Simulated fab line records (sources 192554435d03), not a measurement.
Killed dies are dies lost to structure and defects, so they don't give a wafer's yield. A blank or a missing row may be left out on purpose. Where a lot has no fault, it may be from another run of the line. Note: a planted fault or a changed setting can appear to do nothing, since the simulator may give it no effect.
Split-lot experiment | flow n5Finfet | 21 wafers read from 7 lots, route of 1938 steps

ON THE SPLIT
At N5_FIN_CUT_COAT_02 (resist thk 30 nm), the setting spinRpm was moved away from the recipe's 1500 rpm on 8 of the 21 wafers read, by -5.5% to +9.5%. The other wafers ran this setting at the recipe's value.

FROM THE SPLIT TO THE READING: what the file shows between them, 4 steps
- N5_FIN_CUT_EBR_04
- N5_FIN_CUT_SOFTBAKE_03: time 60 s
- N5_FIN_CUT_EXPOSE_05: exposes mask FIN CUT
- N5_FIN_CUT_PEB_06: peb time 60 s

THE READING
CAR-EUV_of_FIN_CUT_COAT_02.thkNm (the simulator's own value, which no gauge read), in nm, at N5_FIN_CUT_DEVELOP_07 (develop time 30 s). No usual value for it is given in the file. Average 29.5 nm, standard deviation 0.1 nm, over the 13 wafers here run with the recipe.

wafer  | tool, chamber at the split | spinRpm as run, rpm | against the recipe | CAR-EUV_of_FIN_CUT_COAT_02.thkNm, nm | against lot-mates on the recipe
L075.1 | lithoTrack-03, 0           | 1500                | recipe             | 29.6                                 | -
L075.3 | lithoTrack-03, 0           | 1642                | +9.5%              | 28.4                                 | -1.2
L075.6 | lithoTrack-03, 0           | 1642                | +9.5%              | 28.4                                 | -1.2
L076.2 | lithoTrack-05, 0           | 1500                | recipe             | 29.4                                 | -
L076.4 | lithoTrack-05, 0           | 1500                | recipe             | 29.4                                 | -
L076.6 | lithoTrack-05, 0           | 1500                | recipe             | 29.4                                 | -
L084.2 | lithoTrack-03, 0           | 1567                | +4.5%              | 28.8                                 | -0.6
L084.6 | lithoTrack-03, 0           | 1567                | +4.5%              | 28.8                                 | -0.6
L084.5 | lithoTrack-03, 0           | 1500                | recipe             | 29.4                                 | -
L085.2 | lithoTrack-03, 0           | 1500                | recipe             | 29.6                                 | -
L085.4 | lithoTrack-03, 0           | 1579                | +5.3%              | 28.8                                 | -0.8
L085.6 | lithoTrack-03, 0           | 1579                | +5.3%              | 28.8                                 | -0.8
L089.3 | lithoTrack-03, 0           | 1500                | recipe             | 29.4                                 | -
L089.6 | lithoTrack-03, 0           | 1500                | recipe             | 29.4                                 | -
L089.5 | lithoTrack-03, 0           | 1500                | recipe             | 29.6                                 | -
L091.2 | lithoTrack-04, 0           | 1500                | recipe             | 29.4                                 | -
L091.4 | lithoTrack-04, 0           | 1418                | -5.5%              | 30.4                                 | +0.9
L091.6 | lithoTrack-04, 0           | 1500                | recipe             | 29.6                                 | -
L097.1 | lithoTrack-04, 0           | 1616                | +7.7%              | 28.4                                 | -1.2
L097.3 | lithoTrack-04, 0           | 1500                | recipe             | 29.6                                 | -
L097.5 | lithoTrack-04, 0           | 1500                | recipe             | 29.6                                 | -

THE FIT
A straight line over all 21 wafers: CAR-EUV_of_FIN_CUT_COAT_02.thkNm changes by -0.132 nm for each +1% of spinRpm; r = -0.98; the points scatter about the line by 0.11 nm.
The same after taking each lot's own level away (the mean of its wafers on the recipe; 21 wafers): -0.14 nm for each +1%; r = -0.99; scatter 0.079 nm.
That fit puts the effect of the largest move of spinRpm on the reading at 1.3 nm.
Across the lots, their own levels run from 29.40 to 29.60 nm, a range of 2.0 times the standard deviation given above.
So the lot-to-lot level changes the slope little: the two slopes agree.
Check: with one of the wafers moved furthest among these (+9.5%) left out of the fit, the line predicts -1.36 nm for it against its lot-mates. It came out at -1.2 nm against them.

THE OTHER SPLITS THESE WAFERS WENT THROUGH
Before the reading, these wafers also passed through other splits. Each is held against what the fit with the lots' levels taken away leaves over:
other split on the same wafers        | wafers away from the commonest value | r with CAR-EUV_of_FIN_CUT_COAT_02.thkNm (lot level and that fit taken away)
N5_ZERO_LAYER_PECVD_02 timeS          | 9                                    | +0.03
N5_ZERO_LAYER_COAT_05 spinRpm         | 8                                    | +0.23
N5_ZERO_LAYER_ETCH_18 biasW           | 6                                    | -0.20
N5_WELL_APT_PEB_06 pebTempC           | 6                                    | -0.14
N5_PMOS_HMC_CHANNEL_EPI_ETCH_32 biasW | 4                                    | +0.29

THE WHOLE CHAIN: every reading that the file lists as answering this split, in the file's order
step                  | what it does      | reading                                                                           | change (the file's fit)               | r (the file's)
N5_FIN_CUT_COAT_02    | resist thk 30 nm  | CAR-EUV_of_FIN_CUT_COAT_02.thkNm (the simulator's own value, which no gauge read) | -0.146 nm for each +1% of the setting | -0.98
N5_FIN_CUT_DEVELOP_07 | develop time 30 s | CAR-EUV_of_FIN_CUT_COAT_02.thkNm (the simulator's own value, which no gauge read) | -0.143 nm for each +1% of the setting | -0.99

FILE'S OWN FIT
CAR-EUV_of_FIN_CUT_COAT_02.thkNm changes by -0.143 nm for each +1% of spinRpm, r = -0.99.
